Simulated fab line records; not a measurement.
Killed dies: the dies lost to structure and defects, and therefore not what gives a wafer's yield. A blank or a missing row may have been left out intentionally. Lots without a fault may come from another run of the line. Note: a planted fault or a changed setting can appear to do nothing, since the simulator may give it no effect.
Split-lot trial	flow n5Finfet	21 wafers read from 7 lots, route of 1938 steps

== ON THE SPLIT ==
At N5_BEOL_M7_ILD_DEP_00 (deposits SiCOH lowk from DEMS/porogen, target thk 179.75 nm, time 33.4 s), the setting timeS was moved away from the recipe's 33.4 s on 5 of the 21 wafers read, by -13.2% to +5.6%. The other wafers ran this setting at the recipe's value.

== BETWEEN THE SPLIT AND THE READING: the file shows 1 step in between ==
- N5_BEOL_M7_CURE_74: cures SiCOH lowk, time 240 s

== THE READING ==
M7_ILD_THK at N5_BEOL_M7_THK_MEAS_01, in nm. Typical for fault-free wafers on this fab line: 154.9 nm, with standard deviation 2.1 nm.

wafer	tool, chamber at the split	timeS as run, s	against the recipe	M7_ILD_THK, nm	against lot-mates on the recipe
L078.2	pecvd-03, 1	31.79	-4.8%	149.2	-9.4
L078.4	pecvd-03, 0	33.4	recipe	157.4	-
L078.5	pecvd-03, 1	33.4	recipe	159.8	-
L080.1	pecvd-04, 0	35.26	+5.6%	159.0	+5.5
L080.4	pecvd-04, 0	33.4	recipe	153.5	-
L080.6	pecvd-04, 1	35.26	+5.6%	161.8	+8.3
L084.1	pecvd-02, 1	33.4	recipe	152.9	-
L084.3	pecvd-02, 1	33.4	recipe	156.3	-
L084.4	pecvd-02, 0	33.4	recipe	157.6	-
L083.2	pecvd-03, 2	33.4	recipe	154.2	-
L083.3	pecvd-03, 0	33.4	recipe	153.4	-
L083.6	pecvd-03, 2	33.4	recipe	155.6	-
L087.3	pecvd-03, 0	28.99	-13.2%	133.1	-24.5
L087.4	pecvd-03, 2	28.99	-13.2%	134.2	-23.4
L087.6	pecvd-03, 1	33.4	recipe	157.6	-
L095.1	pecvd-04, 2	33.4	recipe	153.4	-
L095.3	pecvd-04, 0	33.4	recipe	151.7	-
L095.6	pecvd-04, 1	33.4	recipe	153.2	-
L097.4	pecvd-04, 0,2	33.4	recipe	156.2	-
L097.5	pecvd-04, 1	33.4	recipe	154.2	-
L097.6	pecvd-04, 0,2	33.4	recipe	156.3	-
When a row names more than one chamber, that row covers several wafers, and the file does not tell which wafer ran in which chamber.

FIT RESULTS
A straight line over all 21 wafers: M7_ILD_THK changes by +1.49 nm for each +1% of timeS; r = +0.95; the points scatter about the line by 2.3 nm.
The same after taking each lot's own level away (the mean of its wafers on the recipe; 21 wafers): +1.72 nm for each +1%; r = +0.98; scatter 1.5 nm.
On that fit, the largest move of timeS shifts the reading by 23 nm.
Across the lots, their own levels run from 152.77 to 158.60 nm, a range of 2.8 times the standard deviation given above.
In other words, the slope is changed by the lot-to-lot level; the two fits disagree.
Check: with one of the wafers moved furthest among these (-13.2%) left out of the fit, the line predicts -22.2 nm for it against its lot-mates. It came out at -24.5 nm against them.

== THESE WAFERS: OTHER SPLITS ==
These wafers also went through other splits before the reading. Each is held against what the fit with the lots' levels taken away leaves over:
other split on the same wafers	wafers away from the commonest value	r with M7_ILD_THK (lot level and that fit taken away)
N5_BEOL_M5_TRENCH_ETCH_37 timeS	5	+0.42
N5_BEOL_M5_ALD_86 coReactantPulseTimeS	5	-0.12
N5_BEOL_M6_COAT_22 spinRpm	7	+0.04

== THE WHOLE CHAIN: every reading that the file lists as answering this split, in the file's order ==
step	what it does	reading	change (the file's fit)	r (the file's)
N5_BEOL_M7_ILD_DEP_00	deposits SiCOH lowk from DEMS/porogen, target thk 179.75 nm, time 33.4 s	SiCOH_lowk_of_BEOL_M7_ILD_DEP_00.thkNm (the simulator's own value, which no gauge read)	+2 nm for each +1% of the setting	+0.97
N5_BEOL_M7_CURE_74	cures SiCOH lowk, time 240 s	SiCOH_lowk_of_BEOL_M7_ILD_DEP_00.thkNm (the simulator's own value, which no gauge read)	+1.74 nm for each +1% of the setting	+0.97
N5_BEOL_M7_THK_MEAS_01		M7_ILD_THK	+1.75 for each +1% of the setting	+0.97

== THE FILE'S OWN FIT ==
M7_ILD_THK changes by +1.75 nm for each +1% of timeS, r = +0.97.
